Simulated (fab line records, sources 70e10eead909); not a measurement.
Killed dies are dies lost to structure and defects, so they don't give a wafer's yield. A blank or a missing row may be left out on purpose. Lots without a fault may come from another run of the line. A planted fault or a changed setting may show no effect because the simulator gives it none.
fab line records | flow nand_harc
record lots=6 wafers=18 last_day=24
route steps=1159 shown A_STAIRCASE@572 END@1159
lots that met no fault: from a run of the same line without faults
start_h: hours from the record's first day to the start of the lot's first wafer shown | wait_h: hours since the lot's step before | " the same as in the row above | L1.1+2: a row that stands for several wafers | - no value, or no start given | * or withheld: withheld | < > ~ a bound
route shown NAME@n: a module of which the file shows steps, and the number in the route of the first | usual: mean/standard deviation of fault-free wafers | same: alike in all rows | chamber/n: place in a boat | sites: the reading at each site | _std_site: their standard deviation | _edge_site: outer sites' mean less inner sites' | radius_mm: how far each site lies from the wafer's centre | mask NAME#n: copy n | behind: the tool/chamber that last shaped the wafer | hold: why the lot was held/for how many hours/how that ended | device: the transistor (n, p or np) that didn't switch | end of line: the same wafers' tests at the end of the route | a step without rows: its recipe alone | killed: dies lost to structure and defects at the first sort, not the wafer's yield | map: a wafer's dies, x killed, . not, _ none there
set.NAME: the setting as run; set.NAME@STEP: as run at that earlier step | model.NAME: the simulator's own value behind a step, which no gauge read
lots at some steps of the route; a table a step, a row a wafer
services: from which hour (start_h, from the record's first day; less than 0 if before it) a tool's chamber was out of use, for how many hours, and why
## steps
# step NHARC_A_STAIRCASE_COAT_178
# recipe spin_rpm=1200
# step NHARC_A_STAIRCASE_SOFTBAKE_179
# recipe temp_c=135 time_s=170
# step NHARC_A_STAIRCASE_EBR_180
# step NHARC_A_STAIRCASE_EXPOSE_181
# recipe na=0.5 dose_mj=27.87 mask_id=STAIR_2
# step NHARC_A_STAIRCASE_PEB_182
# recipe peb_temp_c=115 peb_time_s=130
# step NHARC_A_STAIRCASE_DEVELOP_183
# recipe time_s=140
# step NHARC_A_STAIRCASE_HARDBAKE_185
# recipe temp_c=120 time_s=140
# step NHARC_A_STAIRCASE_DESCUM_186
# recipe time_s=3 o2_flow_sccm=200 ar_flow_sccm=0 bias_power_w=0 chemistry=O2
# usual drypump_motor_current_A=5.7/0.46 oes_product_au=0.997/0.014 rf_vpp_V=57.8/1 showerhead_plenum_p_Torr=1.89/0.1 throttle_valve_pct=11.312/0.0091
# columns lot.wafer tool chamber start_h wait_h drypump_motor_current_A oes_product_au rf_hours_counter_h rf_vpp_V showerhead_plenum_p_Torr throttle_valve_pct
L504.2 rie_diel-04 0 234.34 - 5.0 1.016 48 55.9 2.02 11.304
L504.5 " 2 " " 5.3 1.005 - 58.5 1.88 11.302
L504.6 " 3 " " 5.6 0.985 - 57.4 1.94 11.311
L510.2 rie_diel-01 2 293.52 - 6.2 1.014 51 58.3 1.95 11.309
L510.1 " 3 " " 5.0 0.993 50 57.5 1.80 11.308
L510.6 " 2 " " 6.2 1.020 - 58.5 1.95 11.304
L522.3 rie_diel-01 2 350.56 - 6.1 1.017 8 56.8 1.94 11.322
L522.4 " 0 " " 5.8 0.990 12 57.5 1.96 11.308
L522.5 " 2 " " 6.1 1.000 - 57.3 1.94 11.310
L521.1 rie_diel-02 1 351.10 - 6.3 1.005 6 59.1 1.82 11.296
L521.4 " 0 " " 6.2 1.005 6 58.4 1.77 11.311
L521.6 " 2 " " 5.9 0.985 - 59.4 2.08 11.311
L523.2 rie_diel-01 2 364.05 - 6.1 1.007 13 56.7 1.94 11.320
L523.3 " 0 " " 5.8 0.998 17 58.2 1.96 11.329
L523.1 " 1 " " 5.3 0.995 15 58.2 2.05 11.316
L524.1 rie_diel-02 2 364.38 - 5.8 0.978 9 58.5 2.07 11.317
L524.4 " 2 " " 5.9 0.992 - 59.2 2.07 11.310
L524.5 " 1 " " 6.3 1.005 - 55.7 1.82 11.317
# step NHARC_A_STAIRCASE_TRIM_187
# recipe time_s=211.2 o2_flow_sccm=500 ar_flow_sccm=0 bias_w=0 chemistry=O2
# usual drypump_motor_current_A=5.7/0.45 oes_product_au=0.997/0.014 rf_vpp_V=57.7/0.88 showerhead_plenum_p_Torr=3.49/0.17 throttle_valve_pct=17.036/0.0085
# columns lot.wafer tool chamber start_h wait_h drypump_motor_current_A oes_product_au rf_hours_counter_h rf_vpp_V showerhead_plenum_p_Torr throttle_valve_pct
L504.2 rie_diel-04 1 234.41 0.1 6.0 0.982 45 58.1 3.58 17.029
L504.5 " 1 " " 6.0 0.990 - 57.2 3.58 17.048
L504.6 " 2 " " 5.4 1.014 - 58.0 3.48 17.031
L510.1 rie_diel-01 0 293.60 0.1 5.8 0.995 48 57.8 3.62 17.024
L510.2 " 1 " " 5.3 1.015 50 57.6 3.78 17.046
L510.6 " 0 " " 5.8 1.002 - 57.2 3.62 17.039
L522.4 rie_diel-01 2 350.66 0.1 6.2 1.011 8 56.8 3.58 17.032
L522.3 " 3 " " 5.0 0.996 12 56.9 3.33 17.030
L522.5 " 0 " " 5.8 0.999 - 58.2 3.61 17.047
L521.4 rie_diel-02 0 351.34 0.2 6.3 0.997 6 57.5 3.29 17.031
L521.1 " 1 " " 6.4 0.996 6 57.8 3.36 17.040
L521.6 " 0 " " 6.3 0.986 - 57.7 3.29 17.032
L523.1 rie_diel-01 2 364.14 0.1 6.2 1.013 13 58.4 3.58 17.044
L523.2 " 0 " " 5.8 0.988 17 58.2 3.61 17.038
L523.3 " 1 " " 5.3 0.994 15 57.2 3.76 17.027
L524.1 rie_diel-02 0 364.50 0.1 6.3 0.989 10 58.3 3.29 17.028
L524.4 " 2 " " 5.8 0.989 - 58.7 3.80 17.028
L524.5 " 1 " " 6.3 1.001 - 57.0 3.36 17.035
# step NHARC_A_STAIRCASE_ETCH_188
# recipe target_depth_a=1000 time_s=40.5 ion_energy_ev=400 c4f8_flow_sccm=20 o2_flow_sccm=10 ar_flow_sccm=withheld rf_w=600 bias_w=1000 chemistry=C4F8/O2
# usual oes_product_au=0.937/0.016 rf_fwd_power_W=591.5/2.9 rf_vpp_V=895/6.4 run_length_s=61.8/0.37
# columns lot.wafer tool chamber start_h wait_h oes_product_au rf_fwd_power_W rf_hours_counter_h rf_vpp_V run_length_s
L504.2 rie_diel-04 2 - - 0.961 588.6 48 895 61.9
L504.5 " 3 " " 0.947 590.2 - 897 61.1
L504.6 " 0 " " 0.970 589.0 - 902 62.5
L510.1 rie_diel-01 2 - - 0.944 592.6 51 898 62.1
L510.2 " 0 " " 0.940 589.4 48 899 61.7
L510.6 " 2 " " 0.944 595.4 - 898 62.2
L522.3 rie_diel-01 2 - - 0.936 592.8 8 896 62.3
L522.4 " 3 " " 0.947 590.4 12 889 62.3
L522.5 " 3 " " 0.940 591.2 - 888 62.4
L521.1 rie_diel-02 1 - - 0.931 594.9 6 888 61.9
L521.4 " 3 " " 0.959 592.3 5 889 61.7
L521.6 " 2 " " 0.922 595.8 - 905 61.4
L523.3 rie_diel-01 2 - - 0.947 594.7 13 899 62.2
L523.1 " 3 " " 0.942 590.5 18 888 62.2
L523.2 " 0 " " 0.966 590.6 17 899 61.8
L524.1 rie_diel-02 2 - - 0.939 594.3 9 906 61.5
L524.5 " 1 " " 0.952 593.9 - 891 62.1
L524.4 " 0 " " 0.929 594.3 - 888 61.1
# step NHARC_A_STAIRCASE_TRIM_189
# recipe time_s=211.2 o2_flow_sccm=500 ar_flow_sccm=0 bias_w=0 chemistry=O2
# usual drypump_motor_current_A=5.7/0.45 oes_product_au=0.996/0.014 rf_vpp_V=57.8/0.87 showerhead_plenum_p_Torr=3.49/0.17 throttle_valve_pct=17.036/0.0087
# columns lot.wafer tool chamber start_h wait_h drypump_motor_current_A oes_product_au rf_hours_counter_h rf_vpp_V showerhead_plenum_p_Torr throttle_valve_pct
L504.2 rie_diel-04 1 - - 5.9 0.982 46 56.5 3.58 17.027
L504.5 " 2 " " 5.4 1.015 - 57.7 3.48 17.042
L504.6 " 3 " " 5.6 0.991 - 59.0 3.57 17.032
L510.1 rie_diel-01 2 - - 6.1 1.021 51 56.9 3.59 17.046
L510.2 " 3 " " 5.0 0.988 51 57.9 3.34 17.037
L510.6 " 3 " " 5.0 0.991 - 57.2 3.34 17.043
L522.4 rie_diel-01 0 - - 5.8 0.994 12 59.5 3.61 17.032
L522.3 " 1 " " 5.3 0.987 11 58.2 3.77 17.033
L522.5 " 1 " " 5.3 1.004 - 60.4 3.77 17.046
L521.4 rie_diel-02 2 - - 5.8 0.978 6 58.5 3.80 17.035
L521.1 " 0 " " 6.2 0.995 8 57.3 3.29 17.028
L521.6 " 3 " " 5.2 1.020 - 56.4 3.32 17.018
L523.3 rie_diel-01 1 - - 5.3 1.002 15 59.2 3.76 17.043
L523.1 " 3 " " 5.0 0.988 18 56.4 3.33 17.038
L523.2 " 0 " " 5.8 0.998 17 58.1 3.60 17.028
L524.1 rie_diel-02 1 - - 6.3 0.999 10 58.4 3.36 17.046
L524.5 " 0 " " 6.2 1.008 - 58.1 3.29 17.048
L524.4 " 1 " " 6.3 1.009 - 57.0 3.36 17.032
# step NHARC_A_STAIRCASE_ETCH_190
# recipe target_depth_a=1000 time_s=40.5 ion_energy_ev=400 c4f8_flow_sccm=20 o2_flow_sccm=10 ar_flow_sccm=withheld rf_w=600 bias_w=1000 chemistry=C4F8/O2
# usual oes_product_au=0.939/0.015 rf_fwd_power_W=592/3.1 rf_vpp_V=895/6.4 run_length_s=61.9/0.42
# columns lot.wafer tool chamber start_h wait_h oes_product_au rf_fwd_power_W rf_hours_counter_h rf_vpp_V run_length_s
L504.2 rie_diel-04 2 234.80 - 0.953 587 49 895 61.7
L504.5 " 1 " " 0.940 596 - 898 61.9
L504.6 " 2 " " 0.941 585 - 895 61.6
L510.2 rie_diel-01 1 294.48 - 0.936 588 51 904 62.3
L510.1 " 0 " " 0.927 590 48 899 61.7
L510.6 " 1 " " 0.943 593 - 904 61.7
L522.4 rie_diel-01 2 351.09 - 0.954 - 8 899 50.1
L522.3 " 3 " " 0.954 - 12 888 49.9
L522.5 " 3 " " 0.946 - - 888 50.0
L521.4 rie_diel-02 0 353.07 - 0.960 593 8 887 61.6
L521.1 " 2 " " 0.942 595 6 906 61.4
L521.6 " 1 " " 0.954 594 - 889 62.2
L523.1 rie_diel-01 1 364.53 - 0.952 - 15 904 49.7
L523.2 " 3 " " 0.952 - 18 887 49.7
L523.3 " 0 " " 0.945 - 17 898 49.8
L524.1 rie_diel-02 1 364.95 - 0.938 593 10 890 61.8
L524.4 " 2 " " 0.940 595 - 908 61.5
L524.5 " 1 " " 0.933 596 - 890 62.3
# step NHARC_A_STAIRCASE_TRIM_191
# recipe time_s=211.2 o2_flow_sccm=500 ar_flow_sccm=0 bias_w=0 chemistry=O2
# usual drypump_motor_current_A=5.7/0.45 oes_product_au=0.997/0.013 rf_vpp_V=57.6/0.8 showerhead_plenum_p_Torr=3.49/0.17 throttle_valve_pct=17.036/0.0089
# columns lot.wafer tool chamber start_h wait_h drypump_motor_current_A oes_product_au rf_hours_counter_h rf_vpp_V showerhead_plenum_p_Torr throttle_valve_pct
L504.2 rie_diel-04 3 - - 5.6 0.978 51 58.2 3.57 17.035
L504.6 " 3 " " 5.6 0.986 - 57.7 3.57 17.035
L504.5 " 0 " " 5.0 1.017 - 57.1 3.71 17.030
L510.1 rie_diel-01 2 - - 6.2 1.013 51 58.5 3.59 17.037
L510.2 " 3 " " 5.0 0.991 51 58.0 3.34 17.056
L510.6 " 2 " " 6.1 1.015 - 56.4 3.59 17.030
L522.3 rie_diel-01 0 - - 5.8 0.990 12 57.7 3.61 17.036
L522.4 " 1 " " 5.3 0.995 12 59.0 3.77 17.037
L522.5 " 3 " " 5.0 0.982 - 56.5 3.33 17.053
L521.1 rie_diel-02 1 - - 6.3 0.996 7 56.1 3.36 17.031
L521.4 " 3 " " 5.2 1.029 7 56.8 3.32 17.045
L521.6 " 2 " " 5.8 0.992 - 58.6 3.80 17.030
L523.1 rie_diel-01 0 - - 5.8 0.996 17 57.8 3.60 17.026
L523.3 " 2 " " 6.2 0.999 13 57.4 3.58 17.033
L523.2 " 3 " " 5.0 1.005 18 57.2 3.33 17.036
L524.1 rie_diel-02 0 - - 6.2 0.995 11 57.5 3.29 17.023
L524.4 " 1 " " 6.3 0.989 - 57.5 3.36 17.029
L524.5 " 2 " " 5.8 0.994 - 57.7 3.80 17.028
# step NHARC_END_SORT_01
# recipe temp_c=25
# usual killed_at_array=31/11 killed_at_other=0.5/0.78 killed_at_periphery=3.0/2 killed_dies=34/12 killed_open=3.2/2 killed_short=1.9/1.6
# same gross_dies=677
# columns lot.wafer tool chamber start_h wait_h killed_at_array killed_at_other killed_at_periphery killed_dies killed_open killed_short
L510.1 prober-01 0 489.45 2.5 41 0 1 42 3 0
L510.2 prober-01 0 490.27 2.8 40 5 0 45 2 2
L510.6 prober-01 0 493.54 4.1 35 1 2 38 3 2
L522.3 prober-01 0 558.08 3.1 662 0 15 677 6 0
L522.4 prober-01 0 558.87 3.4 662 0 15 677 6 1
L522.5 prober-01 0 559.66 3.7 659 1 16 676 8 2
# killed by level:class
L510.1 A_SLIT:chamber_film_flake=17 A_CHANNEL_HOLE_D1:chamber_film_flake=13 A_STAIRCASE:chamber_film_flake=4 A_CONTACT:chamber_film_flake=3 A_ONON_D1:geometric_particle:open=1 A_WL_FILL:geometric_particle:open=1 A_M1:geometric_particle:open=1 P_GATE:chamber_film_flake=1
L510.2 A_CHANNEL_HOLE_D1:chamber_film_flake=14 A_SLIT:chamber_film_flake=14 THIN_TSV:chamber_film_flake=4 A_STAIRCASE:chamber_film_flake=3 A_WL_FILL:chamber_film_flake=2 A_CHANNEL_FILL_D1:chamber_film_flake=2 A_CONTACT:chamber_film_flake=2 A_ONON_D1:geometric_particle:short=1
L510.6 A_SLIT:chamber_film_flake=15 A_CHANNEL_HOLE_D1:chamber_film_flake=11 A_STAIRCASE:chamber_film_flake=5 A_CONTACT:chamber_film_flake=2 P_CONTACT:geometric_particle:open=1 P_M2:geometric_particle:open=1 A_CHANNEL_FILL_D1:geometric_particle:short=1 A_WL_FILL:geometric_particle:short=1
L522.3 A_STAIRCASE:area_etch=646 P_M0:unspecified=13 A_CHANNEL_HOLE_D1:chamber_film_flake=5 A_SGD_CUT:chamber_film_flake=4 A_ONON_D1:geometric_particle:open=2 P_M0:geometric_particle:open=1 A_SGD_CUT:geometric_particle:open=1 A_M0:geometric_particle:open=1
L522.4 A_STAIRCASE:area_etch=648 P_M0:unspecified=12 A_SGD_CUT:chamber_film_flake=4 A_CONTACT:chamber_film_flake=3 P_CONTACT:geometric_particle:open=2 A_CHANNEL_HOLE_D1:chamber_film_flake=2 P_GATE:geometric_particle:short=1 A_ONON_D1:geometric_particle:open=1
L522.5 A_STAIRCASE:area_etch=632 P_M0:unspecified=13 A_CHANNEL_HOLE_D1:chamber_film_flake=9 A_CONTACT:geometric_particle:open=3 A_SGD_CUT:chamber_film_flake=3 A_WL_FILL:chamber_film_flake=3 A_CONTACT:chamber_film_flake=2 P_CONTACT:geometric_particle:open=1
# map L522.3 (x killed, . not)
____________x____________
_________xxxxxxx_________
_______xxxxxxxxxxx_______
______xxxxxxxxxxxxx______
_____xxxxxxxxxxxxxxx_____
____xxxxxxxxxxxxxxxxx____
____xxxxxxxxxxxxxxxxx____
___xxxxxxxxxxxxxxxxxxx___
___xxxxxxxxxxxxxxxxxxx___
__xxxxxxxxxxxxxxxxxxxxx__
__xxxxxxxxxxxxxxxxxxxxx__
_xxxxxxxxxxxxxxxxxxxxxxx_
_xxxxxxxxxxxxxxxxxxxxxxx_
_xxxxxxxxxxxxxxxxxxxxxxx_
_xxxxxxxxxxxxxxxxxxxxxxx_
_xxxxxxxxxxxxxxxxxxxxxxx_
xxxxxxxxxxxxxxxxxxxxxxxxx
xxxxxxxxxxxxxxxxxxxxxxxxx
xxxxxxxxxxxxxxxxxxxxxxxxx
xxxxxxxxxxxxxxxxxxxxxxxxx
xxxxxxxxxxxxxxxxxxxxxxxxx
_xxxxxxxxxxxxxxxxxxxxxxx_
_xxxxxxxxxxxxxxxxxxxxxxx_
_xxxxxxxxxxxxxxxxxxxxxxx_
_xxxxxxxxxxxxxxxxxxxxxxx_
_xxxxxxxxxxxxxxxxxxxxxxx_
__xxxxxxxxxxxxxxxxxxxxx__
__xxxxxxxxxxxxxxxxxxxxx__
___xxxxxxxxxxxxxxxxxxx___
___xxxxxxxxxxxxxxxxxxx___
____xxxxxxxxxxxxxxxxx____
____xxxxxxxxxxxxxxxxx____
_____xxxxxxxxxxxxxxx_____
______xxxxxxxxxxxxx______
_______xxxxxxxxxxx_______
_________xxxxxxx_________
____________x____________
# map L510.2 (x killed, . not)
____________.____________
_________......._________
_______..........._______
______.............______
_____..............._____
____.................____
____..........x.x....____
___x.........x........___
___...........x..x....___
__.....................__
__.....................__
_..................x...._
_....................x.._
_.............x.x......._
_.................x..x.._
_...............xx......_
...............x..xxx....
...............x..x......
.........................
.........................
...................x.....
_..................x...._
_.............x....x...._
_...............x......._
_......x........xx......_
_............x..x...xx.._
__x................xx..__
__................x....__
___................x..___
___...........x.xxxx..___
____.................____
____........x........____
_____..............._____
______...........x.______
_______..........._______
_________....x.._________
____________.____________
## services
# columns tool chamber start_h hours kind
rie_diel-02 2 219.20 6.0 repair
rie_diel-01 0 220.55 - clean
rie_diel-01 1 220.55 - clean
rie_diel-01 2 220.55 - clean
rie_diel-01 3 220.55 - clean
rie_diel-01 0 245.05 - clean
rie_diel-01 1 245.05 - clean
rie_diel-01 2 245.05 - clean
rie_diel-01 3 245.05 - clean
rie_diel-01 2 263.02 6.3 repair
rie_diel-01 0 269.98 - clean
rie_diel-01 1 269.98 - clean
rie_diel-01 2 269.98 - clean
rie_diel-01 3 269.98 - clean
rie_diel-01 3 272.30 2.7 repair
rie_diel-04 - 288.97 9.0 pm
rie_diel-01 0 294.48 - clean
rie_diel-01 1 294.48 - clean
rie_diel-01 2 294.48 - clean
rie_diel-02 0 310.33 8.5 repair
rie_diel-01 - 314.81 9.0 pm
rie_diel-01 2 323.83 8.6 repair
rie_diel-02 - 327.70 9.0 pm
rie_diel-02 3 355.46 16.0 repair
## key
first_sign step=NHARC_A_STAIRCASE_ETCH_190 reading=run_length_s direction=down sigmas=28 usual=* struck=*
effect step=NHARC_END_SORT_01 reading=killed_at_array direction=up sigmas=57 usual=31 struck=661
more_kills_born_at NHARC_A_STAIRCASE_ETCH_190@rie_diel-01=1926
met_at NHARC_A_STAIRCASE_ETCH_190
struck_wafers L522.3,L522.4,L522.5,L523.1,L523.2,L523.3
later_rows_left_out L522.3,L522.4,L522.5,L523.1,L523.2,L523.3
sort_left_out L523.1,L523.2,L523.3
tester_left_out L522,L523
onset_between 294.48 351.09
earlier_fault kind=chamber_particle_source tool=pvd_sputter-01 chamber=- onset_h=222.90 steps=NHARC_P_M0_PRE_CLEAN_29 rate_per_visit_cm2=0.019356
earlier_fault kind=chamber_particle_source tool=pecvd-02 chamber=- onset_h=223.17 steps=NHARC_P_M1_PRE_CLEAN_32 rate_per_visit_cm2=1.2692
fault kind=process_parameter_drift tool=rie_diel-01 chamber=- onset_h=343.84 steps=NHARC_A_STAIRCASE_ETCH_190 channel=time_s offset=* shape=step acts_in=* stated=*
# tester_left_out: of these lots the tester's yield and bins aren't shown, on N5 and GAA mostly nor the transistor test; their killed dies are dies lost to structure and defects alone, not to doping, threshold or leakage, so they don't give the yield
# sort_left_out: the simulated sort isn't trusted on such a fault, so these wafers' sort isn't shown, and their yield isn't known
# later_rows_left_out: the simulator's readings of these wafers behind a module that went badly wrong aren't trusted and aren't shown, but for the sort
